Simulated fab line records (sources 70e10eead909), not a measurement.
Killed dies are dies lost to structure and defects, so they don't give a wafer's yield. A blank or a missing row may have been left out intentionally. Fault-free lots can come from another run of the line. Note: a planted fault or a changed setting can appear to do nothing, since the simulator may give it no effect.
The tool behind it: which one?    flow nandHarc    Sampling: 7 lots, 21 wafers, 2 of 1302 route steps

## WHAT EACH GAUGE READ, for each wafer
NHARC_A_ONON_D1_THK_MEAS_30: measures by ellipsometry.
lot   measured      on            thkNm (nm)
L738  day 9 08:08   filmMetro-02  998 998 999
L740  day 10 02:10  filmMetro-02  1007 1008 1008
L743  day 11 09:58  filmMetro-02  1002 999 1000
L746  day 12 08:40  filmMetro-02  1000 1001 1001
L754  day 15 18:05  filmMetro-02  558 557 557 558 558 558
L756  day 16 13:26  filmMetro-01  983 982 985
L759  day 17 17:05  filmMetro-02  1005 1004 1004

## WHAT TOOL EACH LOT RAN ON (gives the tool, then ch and the chambers of the sampled wafers, and finally the start)
lot   NHARC_A_ONON_D1_DEP_28
L738  pecvdOnon-03 ch 0, day 9 07:38
L740  pecvdOnon-02 ch 0, day 10 01:40
L743  pecvdOnon-04 ch 0, day 11 09:30
L746  pecvdOnon-02 ch 0, day 12 08:13
L754  pecvdOnon-02 ch 0, day 15 17:34
L756  pecvdOnon-04 ch 0, day 16 12:56
L759  pecvdOnon-03 ch 0, day 17 16:41
- NHARC_A_ONON_D1_DEP_28: target thk 1000 nm.

## THE ANSWER, worked out from the rows above alone
Rule: what is usual is taken from the lots themselves. The widest of any qualifying gaps counts: lots, ordered by their means at a reading, are off when they make up no more than a third of the lots, leave a main group of 4 or more, and stand apart from it by 3 or more times the standard deviation of that group's means. A main group whose means are all the same, to the digits that the tables above print for the reading, isn't used. Also off: a lot with no number at a reading for which 4 or more lots have one. All remaining lots with rows at the step are treated as sound.
Off at NHARC_A_ONON_D1_THK_MEAS_30 (thkNm): L754. Mean 999 nm and standard deviation 7.7 in the main group.
A tool fits if, at a process step before that reading, it ran every lot that is off, and no sound lot after the first of them. The gauges at NHARC_A_ONON_D1_THK_MEAS_30 are tried like those tools. One candidate fits, namely pecvdOnon-02 at NHARC_A_ONON_D1_DEP_28. Its last sound lot is L746 (day 12 08:13), its first lot that is off L754 (day 15 17:34): a fault that began between those two fits.

## WHAT THE SIMULATOR HAD PUT IN
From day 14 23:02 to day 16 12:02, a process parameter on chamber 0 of pecvdOnon-02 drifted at NHARC_A_ONON_D1_DEP_28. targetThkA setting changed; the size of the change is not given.
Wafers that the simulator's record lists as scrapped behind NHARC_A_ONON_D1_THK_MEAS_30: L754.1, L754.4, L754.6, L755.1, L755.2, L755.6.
Shown lots that were struck: L754. This agrees with what the rule above found.
